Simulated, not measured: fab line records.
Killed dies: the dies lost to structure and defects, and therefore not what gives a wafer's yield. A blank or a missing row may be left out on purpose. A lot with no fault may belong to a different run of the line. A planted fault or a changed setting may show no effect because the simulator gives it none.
Which tool did it? | flow n5Finfet | 14 lots, 42 wafers sampled, at 4 steps of a route of 1938

== WHAT THE GAUGES READ, wafer by wafer ==
The record holds no reading of a measuring or inspecting step that can be judged against a usual standard deviation.

== WHAT TOOL EACH LOT RAN ON (gives the tool, then ch and the chambers of the sampled wafers, and finally the start) ==
lot  | N5_PMOS_HMC_CHANNEL_EPI_EPI_26 | N5_FIN_SAQP_PEB_14              | N5_FIN_SAQP_ETCH_52              | N5_FIN_SAQP_STRIP_55
L379 | epiRpcvd-03 ch 0, day 1 22:16  | lithoTrack-03 ch 0, day 1 23:53 | rieDiel-02 ch 0,2, day 2 01:06   | rieDiel-02 ch 1,2,3, day 2 01:33
L380 | epiRpcvd-01 ch 0, day 2 03:47  | lithoTrack-03 ch 0, day 2 05:28 | rieDiel-02 ch 0,1,3, day 2 05:44 | rieDiel-02 ch 0,1,2, day 2 06:02
L381 | epiRpcvd-03 ch 0, day 2 08:01  | lithoTrack-03 ch 0, day 2 09:44 | rieDiel-06 ch 1,2,3, day 2 10:15 | rieDiel-06 ch 1,2,3, day 2 10:38
L382 | epiRpcvd-01 ch 0, day 2 14:50  | lithoTrack-03 ch 0, day 2 16:42 | rieDiel-05 ch 0,3, day 2 16:58   | rieDiel-02 ch 1,2,3, day 2 17:15
L385 | epiRpcvd-03 ch 0, day 3 07:37  | lithoTrack-05, day 3 10:53      | rieDiel-05 ch 0,2,3, day 3 11:08 | rieDiel-02 ch 1,2,3, day 3 11:26
L386 | epiRpcvd-01 ch 0, day 3 14:12  | lithoTrack-02, day 3 16:08      | rieDiel-05 ch 0,2,3, day 3 16:24 | rieDiel-06 ch 0,2, day 3 16:46
L392 | epiRpcvd-03 ch 0, day 5 01:59  | lithoTrack-02 ch 0, day 5 06:27 | rieDiel-05 ch 1,3, day 5 06:44   | rieDiel-05 ch 1,2, day 5 07:02
L394 | epiRpcvd-03 ch 0, day 5 14:10  | lithoTrack-05 ch 0, day 5 15:50 | rieDiel-02 ch 0,1, day 5 16:05   | rieDiel-02 ch 0,2, day 5 16:23
L395 | epiRpcvd-01 ch 0, day 5 19:32  | lithoTrack-02 ch 0, day 5 21:28 | rieDiel-02 ch 1,2, day 5 21:43   | rieDiel-02 ch 0,3, day 5 22:01
L396 | epiRpcvd-01 ch 0, day 6 02:03  | lithoTrack-02 ch 0, day 6 04:08 | rieDiel-05 ch 0,1,3, day 6 04:23 | rieDiel-05 ch 0,3, day 6 04:41
L398 | epiRpcvd-03 ch 0, day 6 20:21  | lithoTrack-02 ch 0, day 6 21:58 | rieDiel-06 ch 0,1,3, day 6 22:14 | rieDiel-02 ch 1,2,3, day 6 22:34
L399 | epiRpcvd-04 ch 0, day 6 20:54  | lithoTrack-02 ch 0, day 6 22:50 | rieDiel-05 ch 0,2,3, day 6 23:05 | rieDiel-05 ch 0,2,3, day 6 23:26
L400 | epiRpcvd-01 ch 0, day 7 03:20  | lithoTrack-02 ch 0, day 7 05:14 | rieDiel-05 ch 0,1,2, day 7 05:31 | rieDiel-05 ch 0,1, day 7 05:49
L401 | epiRpcvd-03 ch 0, day 7 09:20  | lithoTrack-05 ch 0, day 7 10:50 | rieDiel-02 ch 0,2,3, day 7 11:05 | rieDiel-06 ch 2,3, day 7 11:23
- N5_PMOS_HMC_CHANNEL_EPI_EPI_26: deposits Si from SiH4/H2, target thk 3.8 nm, time 22.7 s.
- N5_FIN_SAQP_PEB_14: peb time 60 s.
- N5_FIN_SAQP_ETCH_52: etches SOC in N2/H2, target depth 100 nm, overetch 20 nm, time 150 s.
- N5_FIN_SAQP_STRIP_55: strips in N2/H2.

== AS READ BY THE TOOLS THEMSELVES (means over the sampled wafers that have a number; for cases with no such wafer, the mark the record gives instead) ==
N5_PMOS_HMC_CHANNEL_EPI_EPI_26.
lot  | tool        | chamberPressureTorr (Torr) | throttleValvePct (%)
L379 | epiRpcvd-03 | 20.01                      | 10.5
L380 | epiRpcvd-01 | 20.05                      | 11.7
L381 | epiRpcvd-03 | 19.97                      | 10.6
L382 | epiRpcvd-01 | 20.01                      | 11.5
L385 | epiRpcvd-03 | 20.01                      | 10.5
L386 | epiRpcvd-01 | 19.97                      | 11.7
L392 | epiRpcvd-03 | 20.05                      | 10.5
L394 | epiRpcvd-03 | 19.98                      | 10.6
L395 | epiRpcvd-01 | 19.97                      | 11.7
L396 | epiRpcvd-01 | 20.03                      | 11.7
L398 | epiRpcvd-03 | 20.00                      | 10.6
L399 | epiRpcvd-04 | 19.91                      | 11.9
L400 | epiRpcvd-01 | 20.03                      | 11.6
L401 | epiRpcvd-03 | 20.02                      | 10.7

N5_FIN_SAQP_PEB_14.
lot  | tool          | chillPlateTempC (C) | exhaustPa (Pa)
L379 | lithoTrack-03 | 22.99               | 46.2
L380 | lithoTrack-03 | 22.77               | 45.3
L381 | lithoTrack-03 | 23.10               | 44.7
L382 | lithoTrack-03 | 22.94               | 44.8
L385 | lithoTrack-05 | -                   | -
L386 | lithoTrack-02 | -                   | -
L392 | lithoTrack-02 | 22.97               | 43.0
L394 | lithoTrack-05 | 22.91               | 45.7
L395 | lithoTrack-02 | 22.98               | 44.9
L396 | lithoTrack-02 | 23.00               | 45.8
L398 | lithoTrack-02 | 23.00               | 44.9
L399 | lithoTrack-02 | 22.95               | 45.4
L400 | lithoTrack-02 | 23.05               | 45.9
L401 | lithoTrack-05 | 22.96               | 45.6

N5_FIN_SAQP_ETCH_52.
lot  | tool       | drypumpMotorCurrentA (A) | oesProductAu (a.u.) | rfVppV (V) | showerheadPlenumPTorr (Torr) | throttleValvePct (%)
L379 | rieDiel-02 | 6.1                      | 0.70                | 526.8      | 2.62                         | 17.66
L380 | rieDiel-02 | 6.2                      | 0.70                | 525.5      | 2.59                         | 17.62
L381 | rieDiel-06 | 5.6                      | 0.64                | 520.2      | 2.42                         | 18.19
L382 | rieDiel-05 | 5.6                      | 0.63                | 524.5      | 2.55                         | 17.85
L385 | rieDiel-05 | 5.4                      | 0.63                | 523.6      | 2.52                         | 17.91
L386 | rieDiel-05 | 5.4                      | 0.63                | 523.7      | 2.52                         | 17.92
L392 | rieDiel-05 | 5.1                      | 0.73                | 526.0      | 2.62                         | 18.00
L394 | rieDiel-02 | 6.5                      | 0.73                | 526.7      | 2.64                         | 17.55
L395 | rieDiel-02 | 6.1                      | 0.70                | 526.1      | 2.66                         | 17.71
L396 | rieDiel-05 | 5.3                      | 0.76                | 524.7      | 2.58                         | 17.81
L398 | rieDiel-06 | 5.8                      | 0.68                | 523.5      | 2.55                         | 18.14
L399 | rieDiel-05 | 5.5                      | 0.78                | 526.8      | 2.62                         | 17.64
L400 | rieDiel-05 | 5.6                      | 0.81                | 525.6      | 2.60                         | 17.71
L401 | rieDiel-02 | 6.0                      | 0.66                | 524.3      | 2.56                         | 17.76

N5_FIN_SAQP_STRIP_55.
lot  | tool       | biasPowerW (W) | drypumpMotorCurrentA (A) | oesProductAu (a.u.) | rfVppV (V) | showerheadPlenumPTorr (Torr) | throttleValvePct (%)
L379 | rieDiel-02 | 27.91          | 6.1                      | 0.78                | 123.7      | 3.47                         | 18.8
L380 | rieDiel-02 | 27.87          | 6.3                      | 0.80                | 122.6      | 3.48                         | 18.7
L381 | rieDiel-06 | 28.07          | 5.6                      | 0.71                | 121.1      | 3.20                         | 19.4
L382 | rieDiel-02 | 28.04          | 6.1                      | 0.78                | 121.2      | 3.47                         | 18.8
L385 | rieDiel-02 | 28.05          | 6.1                      | 0.77                | 122.3      | 3.47                         | 18.8
L386 | rieDiel-06 | 27.97          | 5.6                      | 0.72                | 122.8      | 3.30                         | 19.4
L392 | rieDiel-05 | 27.96          | 5.4                      | 0.74                | 122.3      | 3.26                         | 19.0
L394 | rieDiel-02 | 27.97          | 6.1                      | 0.75                | 120.8      | 3.45                         | 18.9
L395 | rieDiel-02 | 28.05          | 6.2                      | 0.73                | 121.0      | 3.35                         | 18.7
L396 | rieDiel-05 | 28.04          | 5.2                      | 0.80                | 120.4      | 3.43                         | 18.9
L398 | rieDiel-02 | 28.05          | 6.1                      | 0.75                | 122.4      | 3.45                         | 18.9
L399 | rieDiel-05 | 28.09          | 5.5                      | 0.87                | 122.9      | 3.45                         | 18.8
L400 | rieDiel-05 | 27.93          | 5.7                      | 0.90                | 121.7      | 3.33                         | 18.9
L401 | rieDiel-06 | 28.01          | 5.3                      | 0.78                | 121.0      | 3.33                         | 19.1

== THE ANSWER, worked out from the rows above alone ==
Rule: the lots themselves supply what counts as usual. The widest of any qualifying gaps counts: lots, ordered by their means at a reading, are off when they make up no more than a third of the lots, leave a main group of 4 or more, and stand apart from it by 3 or more times the standard deviation of that group's means. A main group is skipped when, at the precision printed for the reading in the tables above, its means are all equal. Also off: a lot with no number at a reading for which 4 or more lots have one. Any other lot the step has rows for is counted as sound. The gauges are gone through in route order, then the tools' own readings, and for those a lot's mean is taken as printed above. At the first step where some lot is off, the reading lying furthest off is the one used; lots without a number count as furthest.
Off at N5_FIN_SAQP_PEB_14 (chillPlateTempC): L385, L386. Without a number there: L385, L386. For the main group the mean is 22.97 C and the standard deviation 0.077.
If a tool, at that step or one of the process steps before it, ran each lot that is off and ran no sound lot following the first of them, it fits. No candidate that was tried fits.

== WHAT WAS PUT IN BY THE SIMULATOR ==
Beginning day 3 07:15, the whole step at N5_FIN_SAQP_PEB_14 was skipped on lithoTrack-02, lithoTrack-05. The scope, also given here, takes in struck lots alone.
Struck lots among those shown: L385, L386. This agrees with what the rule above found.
